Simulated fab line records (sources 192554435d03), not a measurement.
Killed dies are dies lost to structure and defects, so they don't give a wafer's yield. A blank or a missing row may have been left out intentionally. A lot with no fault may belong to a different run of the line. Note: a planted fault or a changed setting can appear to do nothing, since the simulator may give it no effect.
Chamber matching :: flow n5_finfet :: 4 sister chambers for N5_BEOL_M3_ALD_84 on ald_metal-01
The step deposits TaN, pulse time 2 s, purge time 3 s, co reactant purge time 2 s. 4 wafers are shown with their chamber, then 11 later ones without.

## WAFERS PAIRED WITH THEIR CHAMBERS
wafer: L085.2
chamber: 3
heater_power_w (W): 402

wafer: L085.4
chamber: 0
heater_power_w (W): 441

wafer: L085.5
chamber: 2
heater_power_w (W): 440

wafer: L087.4
chamber: 1
heater_power_w (W): 494

## WAFERS WHOSE CHAMBER IS MISSING
wafer: L087.5
heater_power_w (W): 411

wafer: L087.6
heater_power_w (W): 428

wafer: L091.2
heater_power_w (W): 413

wafer: L091.3
heater_power_w (W): 431

wafer: L091.4
heater_power_w (W): 443

wafer: L093.3
heater_power_w (W): 435

wafer: L093.5
heater_power_w (W): 422

wafer: L093.6
heater_power_w (W): 492

wafer: L096.2
heater_power_w (W): 424

wafer: L096.5
heater_power_w (W): 437

wafer: L096.6
heater_power_w (W): 497

## EACH ONE'S CHAMBER
wafer: L087.5
from the rows above: 3
in truth: 3

wafer: L087.6
from the rows above: can't be placed: 2 or 0 or 3
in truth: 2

wafer: L091.2
from the rows above: can't be placed: 3 or 2 or 0
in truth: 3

wafer: L091.3
from the rows above: can't be placed: 2 or 0
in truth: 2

wafer: L091.4
from the rows above: can't be placed: 0 or 2
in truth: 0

wafer: L093.3
from the rows above: can't be placed: 2 or 0
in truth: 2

wafer: L093.5
from the rows above: can't be placed: 2 or 0 or 3
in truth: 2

wafer: L093.6
from the rows above: 1
in truth: 1

wafer: L096.2
from the rows above: can't be placed: 2 or 0 or 3
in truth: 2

wafer: L096.5
from the rows above: can't be placed: 2 or 0
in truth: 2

wafer: L096.6
from the rows above: 1
in truth: 1
Correctly placed: 3 of 11. Not placeable from these rows: 8 (in 8, the candidates include the true chamber). Number placed wrongly: 0.
How it was worked out, from the rows above alone: a wafer's distance from a chamber is the root of the sum, over the readings, of the square of ((its reading less the chamber's mean) divided by the reading's scatter). If the next closest chamber is less than 2 further off than the closest, the wafer can't be placed; otherwise it belongs to the closest. A chamber's mean is the mean of its shown wafers. The scatter: root of mean squared gap, hidden wafer to nearest shown wafer, with one shown wafer a chamber.
